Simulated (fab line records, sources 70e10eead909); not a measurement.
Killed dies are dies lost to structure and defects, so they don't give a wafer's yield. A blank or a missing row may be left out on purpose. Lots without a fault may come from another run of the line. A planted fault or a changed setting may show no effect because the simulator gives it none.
One fault seen from 2 desks | flow nand_harc | each desk has only its own numbers; what lay behind them comes last

THE METROLOGY DESK
What the gauges read, lot by lot, whatever tool the lot ran on: means of the sampled wafers that have a number. A lot is out of limits, marked OUT, if its mean lies more than 4 standard deviations from the usual mean; the brackets give that distance.
Columns: A = thk_nm at NHARC_P_M0_THK_MEAS_24, usual 118.4 nm
lot  | first seen here | A
L604 | day 6 21:00     | 118.8
L606 | day 7 22:02     | 119.7
L607 | day 8 02:10     | 117.9
L610 | day 9 13:11     | 118.1
L611 | day 9 23:16     | 118.0
L612 | day 10 13:19    | 118.3
L613 | day 10 16:00    | 119.3
L617 | day 12 11:07    | 119.6
L620 | day 13 15:29    | 120.0
L622 | day 14 13:06    | 118.2
L625 | day 15 13:25    | 118.6
L624 | day 15 14:11    | 117.9
This desk's finding: nothing out of limits on any of the 12 lots.

THE TOOL OWNER'S DESK: litho_track-06
The tool's own readings at NHARC_P_M1_SOFTBAKE_04 (time 55 s): means of the sampled wafers that have a number, for each lot that ran on this tool. A lot is out of limits, marked OUT, if its mean lies more than 4 standard deviations from the usual mean; the brackets give that distance.
Columns: A = heater_power_total_W at NHARC_P_M1_SOFTBAKE_04, usual 188.45 W
lot  | first seen here | A
L607 | day 8 03:00     | 188.51
L611 | day 10 00:00    | 188.47
L612 | day 10 14:00    | 188.47
L617 | day 12 12:00    | 180.99 (-57) OUT
L620 | day 13 16:00    | 180.99 (-57) OUT
This desk's finding: out of limits on L617, L620; first on L617, day 12 12:00 (heater_power_total_W at NHARC_P_M1_SOFTBAKE_04). In limits: L607, L611, L612.

PUT TOGETHER
The tool owner's desk could have raised an alarm at day 12 12:00, on L617, L620.
The metrology desk saw nothing out of limits.
The metrology desk has L617, L620 on record, within its limits.
Of the lots named, all ran NHARC_P_M1_SOFTBAKE_04 on litho_track-06.

WHAT THE SIMULATOR HAD PUT IN
Process parameter drift: litho_track-06, from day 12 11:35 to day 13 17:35, at NHARC_P_M1_SOFTBAKE_04. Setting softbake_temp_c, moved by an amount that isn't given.
Lots struck among those shown: L617, L620.
Hours from the fault's start to each desk's first reading out of limits: the tool owner's desk, 0.
